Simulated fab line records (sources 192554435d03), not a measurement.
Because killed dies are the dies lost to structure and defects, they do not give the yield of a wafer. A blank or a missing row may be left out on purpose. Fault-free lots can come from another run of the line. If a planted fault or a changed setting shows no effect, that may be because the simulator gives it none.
Chamber matching ; flow n5Finfet ; N5_BEOL_M1_CO_CAP_55 on cvdCo-01: 3 sister chambers
The step material Co, precursor CCTBA/H2, target thk 2 nm, time 102.1 s. 16 wafers are shown with their chamber, then 8 later ones without.

## WAFERS, EACH WITH ITS CHAMBER
wafer;chamber;heaterPowerW (W)
L077.1;2;246
L077.2;1;235
L077.3;0;230
L078.1;0;237
L078.4;2;244
L078.5;1;229
L081.1;0;235
L081.3;2;239
L081.4;0;237
L082.3;1;239
L082.4;1;237
L082.5;2;249
L086.2;1;236
L086.3;2;242
L086.5;2;238
L092.2;2;249

SIGNATURES (means of the wafers above)
reading;chamber 0;chamber 1;chamber 2;scatter within a chamber
heaterPowerW;234.75;235.20;243.86;4
Rule: a wafer's distance from a chamber is the root of the sum, over the readings, of the square of ((its reading less the chamber's mean) divided by the reading's scatter). If the next closest chamber is less than 2 further off than the closest, the wafer can't be placed; otherwise it belongs to the closest. The scatter: take each reading less its chamber's mean, square it, sum over the shown wafers, divide by the number of wafers less the number of chambers, and take the root.

## WAFERS WITH NO CHAMBER GIVEN
wafer;heaterPowerW (W)
L092.3;231
L092.6;226
L093.2;234
L093.3;244
L093.5;246
L094.1;232
L094.4;231
L094.5;235

## EACH ONE'S CHAMBER
wafer;from the rows above;in truth
L092.3;can't be placed: 0 or 1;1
L092.6;can't be placed: 0 or 1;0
L093.2;can't be placed: 0 or 1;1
L093.3;2;2
L093.5;2;2
L094.1;can't be placed: 0 or 1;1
L094.4;can't be placed: 0 or 1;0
L094.5;can't be placed: 1 or 0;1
Correctly placed: 2 of 8. These rows do not allow placing 6 (true chamber among the candidates in 6). 0 placed wrongly.
